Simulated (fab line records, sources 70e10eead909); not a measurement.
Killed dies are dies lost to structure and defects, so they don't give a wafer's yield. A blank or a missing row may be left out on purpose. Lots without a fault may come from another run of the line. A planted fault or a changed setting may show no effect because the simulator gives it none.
Chamber matching | flow nand_harc | NHARC_A_STAIRCASE_DEP_259 on pecvd-03: 3 sister chambers
The step deposits SiON, target thk 30 nm. 6 wafers are shown with their chamber, then 8 later ones without.

WAFERS WITH THEIR CHAMBER
wafer  | chamber | heater_power_w (W)
L084.2 | 2       | 736
L084.6 | 1       | 986
L088.2 | 0       | 627
L088.5 | 1       | 1009
L088.6 | 2       | 683
L090.1 | 0       | 569

WAFERS WITHOUT THEIR CHAMBER
wafer  | heater_power_w (W)
L090.2 | 987
L090.4 | 997
L093.1 | 549
L093.2 | 726
L093.3 | 870
L097.1 | 544
L097.2 | 949
L097.3 | 695

WHICH CHAMBER EACH WENT THROUGH
wafer  | from the rows above     | in truth
L090.2 | 1                       | 1
L090.4 | 1                       | 1
L093.1 | 0                       | 0
L093.2 | 2                       | 2
L093.3 | can't be placed: 1 or 2 | 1
L097.1 | 0                       | 0
L097.2 | 1                       | 1
L097.3 | 2                       | 2
Placed correctly: 7 of 8. Can't be placed from these rows: 1 (the true chamber is among the candidates in 1). Placed wrongly: 0.
How it was worked out, from the rows above alone: a wafer's distance from a chamber is the root of the sum, over the readings, of the square of ((its reading less the chamber's mean) divided by the reading's scatter). The wafer belongs to the nearest chamber; if the next one is less than 2 further off, it can't be placed. A chamber's mean is the mean of its shown wafers. The scatter: the root of (the sum of the squares of (reading less its chamber's mean) over the shown wafers, divided by (wafers less chambers)).
